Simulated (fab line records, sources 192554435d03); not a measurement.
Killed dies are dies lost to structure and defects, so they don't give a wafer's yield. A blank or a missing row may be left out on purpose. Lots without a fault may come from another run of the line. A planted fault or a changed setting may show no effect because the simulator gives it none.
Split-lot experiment | flow n5_finfet | 7 lots, 21 wafers read, on a route of 1938 steps

THE SPLIT
At N5_BEOL_M0_ETCH_138 (etches SiCN in CH3F/O2, target depth 12 nm, time 31.6 s), the setting source_w was moved away from the recipe's 395 W on 4 of the 21 wafers read, by -10.9% to +14.5%. The other wafers ran this setting at the recipe's value.

The reading is taken at the split's own step.

THE READING
rf_vpp_V, in V, at N5_BEOL_M0_ETCH_138 (etches SiCN in CH3F/O2, target depth 12 nm, time 31.6 s). Fault-free wafers of this fab line usually give 296.7 V, standard deviation 1.6 V.

wafer  | tool, chamber at the split | source_w as run, W | against the recipe | rf_vpp_V, V | against lot-mates on the recipe
L078.1 | rie_diel-05, 1             | 395                | recipe             | 295.7       | -
L078.3 | rie_diel-05, 2             | 395                | recipe             | 299.0       | -
L078.5 | rie_diel-05, 1             | 395                | recipe             | 295.0       | -
L080.2 | rie_diel-01, 1             | 395                | recipe             | 300.0       | -
L080.3 | rie_diel-01, 3             | 395                | recipe             | 296.0       | -
L080.4 | rie_diel-01, 2             | 395                | recipe             | 296.3       | -
L082.3 | rie_diel-05, 0             | 395                | recipe             | 295.9       | -
L082.5 | rie_diel-05, 3             | 395                | recipe             | 297.4       | -
L082.6 | rie_diel-05, 0             | 395                | recipe             | 296.2       | -
L085.1 | rie_diel-05, 1             | 364.2              | -7.8%              | 303.0       | +6.1
L085.5 | rie_diel-05, 2             | 395                | recipe             | 299.0       | -
L085.6 | rie_diel-05, 3             | 395                | recipe             | 294.7       | -
L089.3 | rie_diel-04, 2             | 452.4              | +14.5%             | 282.9       | -15.7
L089.5 | rie_diel-04, 0             | 395                | recipe             | 297.6       | -
L089.6 | rie_diel-04, 1             | 395                | recipe             | 299.6       | -
L092.2 | rie_diel-05, 0             | 352                | -10.9%             | 305.5       | +10.3
L092.5 | rie_diel-05, 0             | 395                | recipe             | 295.2       | -
L092.6 | rie_diel-05, 3             | 352                | -10.9%             | 306.1       | +10.9
L094.1 | rie_diel-01, 1             | 395                | recipe             | 301.0       | -
L094.3 | rie_diel-01, 2             | 395                | recipe             | 295.5       | -
L094.4 | rie_diel-01, 0             | 395                | recipe             | 297.8       | -

THE FIT
A straight line over all 21 wafers: rf_vpp_V changes by -0.872 V for each +1% of source_w; r = -0.92; the points scatter about the line by 1.8 V.
The same after taking each lot's own level away (the mean of its wafers on the recipe; 21 wafers): -1 V for each +1%; r = -0.95; scatter 1.6 V.
On that fit, the largest move of source_w shifts the reading by 15 V.
The lots' own levels span 295.20 to 298.60 V, that is 2.1 times the standard deviation above.
So the lot-to-lot level changes the slope: the two fits differ.
Check: with one of the wafers moved furthest among these (+14.5%) left out of the fit, the line predicts -13.6 V for it against its lot-mates. It came out at -15.7 V against them.
Tool readings at the split's step, against how far the setting was moved: rf_vpp_V r = -0.92.

OTHER SPLITS ON THESE WAFERS
These wafers also went through other splits before the reading. Each is held against what the fit with the lots' levels taken away leaves over:
other split on the same wafers         | wafers away from the commonest value | r with rf_vpp_V (lot level and that fit taken away)
N5_MOL_CONTACT_COAG_ALD_123 ald_cycles | 8                                    | -0.19
N5_MOL_CONTACT_COAG_VIA_ETCH_46 bias_w | 7                                    | +0.01
N5_MOL_CONTACT_COAG_COAT_34 spin_rpm   | 6                                    | +0.13
N5_BEOL_M0_SAQP_COAT_08 spin_rpm       | 7                                    | -0.24

THE FILE'S OWN FIT
rf_vpp_V changes by -1 V for each +1% of source_w, r = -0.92.
